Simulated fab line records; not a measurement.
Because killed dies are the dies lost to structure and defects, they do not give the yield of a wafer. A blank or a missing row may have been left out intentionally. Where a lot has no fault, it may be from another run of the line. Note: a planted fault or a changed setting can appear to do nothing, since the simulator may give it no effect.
Which tool is to blame? | flow n5Finfet | Sampling: 24 lots, 72 wafers, 2 of 1938 route steps

== WHAT EACH GAUGE READ, for each wafer ==
N5_BEOL_M10_RS_MEAS_57: the measuring method here is four-point-probe.
lot  | measured     | on           | M10_RS (ohm/sq)
L075 | day 10 15:25 | filmMetro-02 | 0.148 0.160 0.149
L076 | day 10 18:31 | filmMetro-01 | 0.153 0.148 0.163
L077 | day 10 18:48 | filmMetro-01 | 0.150 0.145 0.148
L074 | day 11 06:33 | filmMetro-02 | 0.147 0.152 0.159
L079 | day 11 09:51 | filmMetro-01 | 0.152 0.146 0.147
L078 | day 11 10:40 | filmMetro-02 | 0.155 0.152 0.156
L080 | day 11 14:52 | filmMetro-02 | 0.164 0.150 0.157
L081 | day 11 20:12 | filmMetro-02 | 0.153 0.151 0.160
L082 | day 12 04:40 | filmMetro-01 | 0.148 0.158 0.150
L083 | day 12 15:54 | filmMetro-02 | 0.157 0.158 0.147
L084 | day 12 23:55 | filmMetro-02 | 0.151 0.148 0.159
L086 | day 13 07:58 | filmMetro-01 | 0.149 0.150 0.159
L085 | day 13 09:11 | filmMetro-01 | 0.146 0.156 0.149
L087 | day 13 16:31 | filmMetro-01 | 0.149 0.156 0.155
L088 | day 14 00:17 | filmMetro-02 | 0.151 0.156 0.148
L089 | day 14 02:26 | filmMetro-01 | 0.148 0.157 0.148
L091 | day 14 08:13 | filmMetro-02 | 0.157 0.155 0.152
L090 | day 14 18:35 | filmMetro-02 | 0.151 0.158 0.153
L094 | day 14 20:52 | filmMetro-02 | 0.154 0.153 0.154
L092 | day 14 21:02 | filmMetro-02 | 0.149 0.157 0.158
L093 | day 15 02:20 | filmMetro-01 | 0.155 0.147 0.151
L095 | day 15 09:53 | filmMetro-01 | 0.146 0.142 0.150
L097 | day 16 00:14 | filmMetro-01 | 0.160 0.154 0.153
L096 | day 16 00:37 | filmMetro-01 | 0.157 0.149 0.146

N5_BEOL_M11_OVL_MEAS_29.
lot  | measured     | on         | V10_OVL (nm)
L075 | day 10 20:56 | overlay-02 | -0.7 -1.6 -1.1
L076 | day 10 21:10 | overlay-01 | 0.7 0.2 -0.1
L077 | day 10 21:20 | overlay-02 | -0.9 -0.2 0.0
L074 | day 11 09:32 | overlay-01 | 0.0 1.1 -0.3
L079 | day 11 16:31 | overlay-01 | 0.0 0.3 -1.0
L078 | day 11 16:41 | overlay-01 | 1.0 -0.8 -0.1
L080 | day 11 18:33 | overlay-01 | -0.2 -1.6 0.6
L081 | day 12 00:35 | overlay-01 | 0.3 -0.3 -0.1
L082 | day 12 07:53 | overlay-01 | 0.2 0.0 0.4
L083 | day 12 19:14 | overlay-01 | -1.2 0.0 -0.9
L084 | day 13 04:36 | overlay-02 | -1.8 -0.5 -0.6
L086 | day 13 12:49 | overlay-02 | 1.7 0.5 1.7
L085 | day 13 12:38 | overlay-02 | -0.7 0.4 -0.7
L087 | day 13 23:11 | overlay-01 | -0.9 -1.2 -0.2
L088 | day 14 03:29 | overlay-02 | -0.5 -0.4 -0.2
L089 | day 14 05:04 | overlay-02 | 0.8 1.3 0.4
L091 | day 14 11:33 | overlay-01 | 0.9 -0.5 0.6
L090 | day 14 23:04 | overlay-02 | -2.0 -0.6 -0.8
L094 | day 15 01:22 | overlay-01 | -0.5 0.6 0.1
L092 | day 15 00:29 | overlay-01 | 0.5 0.6 0.2
L093 | day 15 10:31 | overlay-01 | 0.2 -0.3 -0.3
L095 | day 15 12:34 | overlay-02 | -0.1 -0.2 -0.1
L097 | day 16 04:01 | overlay-02 | 0.9 -0.6 0.1
L096 | day 16 04:10 | overlay-02 | 1.1 0.2 -0.5

== TOOL THAT RAN EACH LOT (tool first, then ch and the chambers of the sampled wafers, then the start) ==
The record shows no process step preceding these readings.

== AS READ BY THE TOOLS THEMSELVES (means over the sampled wafers that have a number; for cases with no such wafer, the mark the record gives instead) ==
The record holds no such reading with a usual standard deviation.

== THE ANSWER, worked out from the rows above alone ==
Rule: usual is defined by the lots themselves. Put in order of their means at a reading, lots are off if they are a third of the lots or fewer, leave a main group of 4 or more, and stand apart from it by a gap of 3 or more times the standard deviation of the main group's means; of several such gaps the widest counts. A main group whose means are all the same, to the digits that the tables above print for the reading, isn't used. Also off: a lot with no number at a reading for which 4 or more lots have one. The other lots that the step has rows for count as sound. After the gauges, taken in route order, come the tools' own readings; for these a lot's mean is taken, as printed above. The first step at which some lot is off is used, and at that step the reading that is off furthest; a lot without a number counts as furthest.
No lot is off on any of the readings shown, so nothing can be concluded from this.

== WHAT HAD BEEN PUT IN BY THE SIMULATOR ==
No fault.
